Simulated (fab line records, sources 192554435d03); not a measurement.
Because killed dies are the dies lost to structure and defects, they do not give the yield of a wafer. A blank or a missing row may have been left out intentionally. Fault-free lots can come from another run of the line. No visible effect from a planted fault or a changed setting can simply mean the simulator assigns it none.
Split-lot trial || flow n5_finfet || 39 wafers read from 7 lots, route of 1938 steps

== ABOUT THE SPLIT ==
At N5_DUMMY_GATE_ETCH_32 (etches SiO2 in CF4, target depth 3.5 nm, time 3.9 s), the setting time_s was moved away from the recipe's 3.9 s on 15 of the 39 wafers read, by -22.8% to +9.8%. This setting was run at the recipe's value on the other wafers.

Reading taken at the split's own step.

== THE READING ==
etch.depth_nm (the simulator's own value, which no gauge read), in nm, at N5_DUMMY_GATE_ETCH_32 (etches SiO2 in CF4, target depth 3.5 nm, time 3.9 s). The file gives no usual value for it. Average 3.517 nm, standard deviation 0.076 nm, over the 24 wafers here run with the recipe.

{"wafer": "L074.1", "tool, chamber at the split": "rie_si-02, 3", "time_s as run, s": 4.282, "against the recipe": "+9.8%", "etch.depth_nm, nm": 3.905, "against lot-mates on the recipe": "+0.416"}
{"wafer": "L074.2", "tool, chamber at the split": "rie_si-02, 1", "time_s as run, s": 3.9, "against the recipe": "recipe", "etch.depth_nm, nm": 3.485, "against lot-mates on the recipe": "-"}
{"wafer": "L074.3", "tool, chamber at the split": "rie_si-02, 0", "time_s as run, s": 4.282, "against the recipe": "+9.8%", "etch.depth_nm, nm": 3.914, "against lot-mates on the recipe": "+0.425"}
{"wafer": "L074.4", "tool, chamber at the split": "rie_si-02, 2", "time_s as run, s": 3.9, "against the recipe": "recipe", "etch.depth_nm, nm": 3.49, "against lot-mates on the recipe": "-"}
{"wafer": "L074.5", "tool, chamber at the split": "rie_si-02, 2", "time_s as run, s": 3.9, "against the recipe": "recipe", "etch.depth_nm, nm": 3.491, "against lot-mates on the recipe": "-"}
{"wafer": "L074.6", "tool, chamber at the split": "rie_si-02, 3", "time_s as run, s": 4.282, "against the recipe": "+9.8%", "etch.depth_nm, nm": 3.895, "against lot-mates on the recipe": "+0.406"}
{"wafer": "L076.1", "tool, chamber at the split": "rie_si-04, 0", "time_s as run, s": 3.148, "against the recipe": "-19.3%", "etch.depth_nm, nm": 2.759, "against lot-mates on the recipe": -0.751}
{"wafer": "L076.2", "tool, chamber at the split": "rie_si-04, 2", "time_s as run, s": 3.9, "against the recipe": "recipe", "etch.depth_nm, nm": 3.517, "against lot-mates on the recipe": "-"}
{"wafer": "L076.3", "tool, chamber at the split": "rie_si-04, 3", "time_s as run, s": 3.148, "against the recipe": "-19.3%", "etch.depth_nm, nm": 2.884, "against lot-mates on the recipe": -0.626}
{"wafer": "L076.4", "tool, chamber at the split": "rie_si-04, 1", "time_s as run, s": 3.9, "against the recipe": "recipe", "etch.depth_nm, nm": 3.446, "against lot-mates on the recipe": "-"}
{"wafer": "L076.5", "tool, chamber at the split": "rie_si-04, 3", "time_s as run, s": 3.9, "against the recipe": "recipe", "etch.depth_nm, nm": 3.568, "against lot-mates on the recipe": "-"}
{"wafer": "L076.6", "tool, chamber at the split": "rie_si-04, 0", "time_s as run, s": 3.148, "against the recipe": "-19.3%", "etch.depth_nm, nm": 2.767, "against lot-mates on the recipe": -0.743}
{"wafer": "L078.1", "tool, chamber at the split": "rie_si-01, 2", "time_s as run, s": 3.9, "against the recipe": "recipe", "etch.depth_nm, nm": 3.542, "against lot-mates on the recipe": "-"}
{"wafer": "L078.2", "tool, chamber at the split": "rie_si-01, 0", "time_s as run, s": 3.9, "against the recipe": "recipe", "etch.depth_nm, nm": 3.676, "against lot-mates on the recipe": "-"}
{"wafer": "L078.3", "tool, chamber at the split": "rie_si-01, 1", "time_s as run, s": 3.9, "against the recipe": "recipe", "etch.depth_nm, nm": 3.436, "against lot-mates on the recipe": "-"}
{"wafer": "L078.4", "tool, chamber at the split": "rie_si-01, 3", "time_s as run, s": 3.9, "against the recipe": "recipe", "etch.depth_nm, nm": 3.564, "against lot-mates on the recipe": "-"}
{"wafer": "L078.5", "tool, chamber at the split": "rie_si-01, 2", "time_s as run, s": 3.9, "against the recipe": "recipe", "etch.depth_nm, nm": 3.537, "against lot-mates on the recipe": "-"}
{"wafer": "L078.6", "tool, chamber at the split": "rie_si-01, 1", "time_s as run, s": 3.9, "against the recipe": "recipe", "etch.depth_nm, nm": 3.443, "against lot-mates on the recipe": "-"}
{"wafer": "L079.1", "tool, chamber at the split": "rie_si-04, 3", "time_s as run, s": 3.9, "against the recipe": "recipe", "etch.depth_nm, nm": 3.596, "against lot-mates on the recipe": "-"}
{"wafer": "L079.2", "tool, chamber at the split": "rie_si-04, 2", "time_s as run, s": 3.239, "against the recipe": "-16.9%", "etch.depth_nm, nm": 2.919, "against lot-mates on the recipe": -0.549}
{"wafer": "L079.3", "tool, chamber at the split": "rie_si-04, 1", "time_s as run, s": 3.239, "against the recipe": "-16.9%", "etch.depth_nm, nm": 2.831, "against lot-mates on the recipe": -0.637}
{"wafer": "L079.4", "tool, chamber at the split": "rie_si-04, 0", "time_s as run, s": 3.9, "against the recipe": "recipe", "etch.depth_nm, nm": 3.391, "against lot-mates on the recipe": "-"}
{"wafer": "L079.5", "tool, chamber at the split": "rie_si-04, 0", "time_s as run, s": 3.239, "against the recipe": "-16.9%", "etch.depth_nm, nm": 2.836, "against lot-mates on the recipe": -0.632}
{"wafer": "L079.6", "tool, chamber at the split": "rie_si-04, 1", "time_s as run, s": 3.9, "against the recipe": "recipe", "etch.depth_nm, nm": 3.417, "against lot-mates on the recipe": "-"}
{"wafer": "L081.3", "tool, chamber at the split": "rie_si-04, 2", "time_s as run, s": 3.9, "against the recipe": "recipe", "etch.depth_nm, nm": 3.536, "against lot-mates on the recipe": "-"}
{"wafer": "L081.4", "tool, chamber at the split": "rie_si-04, 0", "time_s as run, s": 3.9, "against the recipe": "recipe", "etch.depth_nm, nm": 3.441, "against lot-mates on the recipe": "-"}
{"wafer": "L081.5", "tool, chamber at the split": "rie_si-04, 0", "time_s as run, s": 3.9, "against the recipe": "recipe", "etch.depth_nm, nm": 3.451, "against lot-mates on the recipe": "-"}
{"wafer": "L086.1", "tool, chamber at the split": "rie_si-02, 0", "time_s as run, s": 3.9, "against the recipe": "recipe", "etch.depth_nm, nm": 3.562, "against lot-mates on the recipe": "-"}
{"wafer": "L086.2", "tool, chamber at the split": "rie_si-02, 3", "time_s as run, s": 3.9, "against the recipe": "recipe", "etch.depth_nm, nm": 3.622, "against lot-mates on the recipe": "-"}
{"wafer": "L086.3", "tool, chamber at the split": "rie_si-02, 1", "time_s as run, s": 3.164, "against the recipe": "-18.9%", "etch.depth_nm, nm": 2.862, "against lot-mates on the recipe": -0.753}
{"wafer": "L086.4", "tool, chamber at the split": "rie_si-02, 2", "time_s as run, s": 3.164, "against the recipe": "-18.9%", "etch.depth_nm, nm": 2.868, "against lot-mates on the recipe": -0.747}
{"wafer": "L086.5", "tool, chamber at the split": "rie_si-02, 3", "time_s as run, s": 3.9, "against the recipe": "recipe", "etch.depth_nm, nm": 3.662, "against lot-mates on the recipe": "-"}
{"wafer": "L086.6", "tool, chamber at the split": "rie_si-02, 0", "time_s as run, s": 3.164, "against the recipe": "-18.9%", "etch.depth_nm, nm": 2.869, "against lot-mates on the recipe": -0.746}
{"wafer": "L090.1", "tool, chamber at the split": "rie_si-02, 3", "time_s as run, s": 3.9, "against the recipe": "recipe", "etch.depth_nm, nm": 3.604, "against lot-mates on the recipe": "-"}
{"wafer": "L090.2", "tool, chamber at the split": "rie_si-02, 1", "time_s as run, s": 3.9, "against the recipe": "recipe", "etch.depth_nm, nm": 3.464, "against lot-mates on the recipe": "-"}
{"wafer": "L090.3", "tool, chamber at the split": "rie_si-02, 2", "time_s as run, s": 3.01, "against the recipe": "-22.8%", "etch.depth_nm, nm": 2.714, "against lot-mates on the recipe": -0.799}
{"wafer": "L090.4", "tool, chamber at the split": "rie_si-02, 0", "time_s as run, s": 3.01, "against the recipe": "-22.8%", "etch.depth_nm, nm": 2.704, "against lot-mates on the recipe": -0.809}
{"wafer": "L090.5", "tool, chamber at the split": "rie_si-02, 0", "time_s as run, s": 3.01, "against the recipe": "-22.8%", "etch.depth_nm, nm": 2.693, "against lot-mates on the recipe": -0.820}
{"wafer": "L090.6", "tool, chamber at the split": "rie_si-02, 1", "time_s as run, s": 3.9, "against the recipe": "recipe", "etch.depth_nm, nm": 3.472, "against lot-mates on the recipe": "-"}

FIT RESULTS
A straight line over all 39 wafers: etch.depth_nm changes by +0.0366 nm for each +1% of time_s; r = +0.98; the points scatter about the line by 0.067 nm.
The same after taking each lot's own level away (the mean of its wafers on the recipe; 39 wafers): +0.0374 nm for each +1%; r = +0.99; scatter 0.059 nm.
That fit puts the effect of the largest move of time_s on the reading at 0.85 nm.
The lots' own levels span 3.4680 to 3.6153 nm, that is 1.9 times the standard deviation above.
The two slopes agree, so the slope changes little with the lot-to-lot level.
Check: for one of the wafers moved furthest among these (-22.8%), held out of the fit, the line's prediction against its lot-mates is -0.853 nm. It came out at -0.799 nm against them.

== ADDITIONAL SPLITS CARRIED BY THESE WAFERS ==
Before the reading, these wafers also passed through other splits. Each is held against what the fit with the lots' levels taken away leaves over:
{"other split on the same wafers": "N5_WELL_APT_EXPOSE_05 dose_mj", "wafers away from the commonest value": 15, "r with etch.depth_nm (lot level and that fit taken away)": -0.01}

== FILE'S OWN FIT ==
etch.depth_nm changes by +0.0371 nm for each +1% of time_s, r = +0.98.
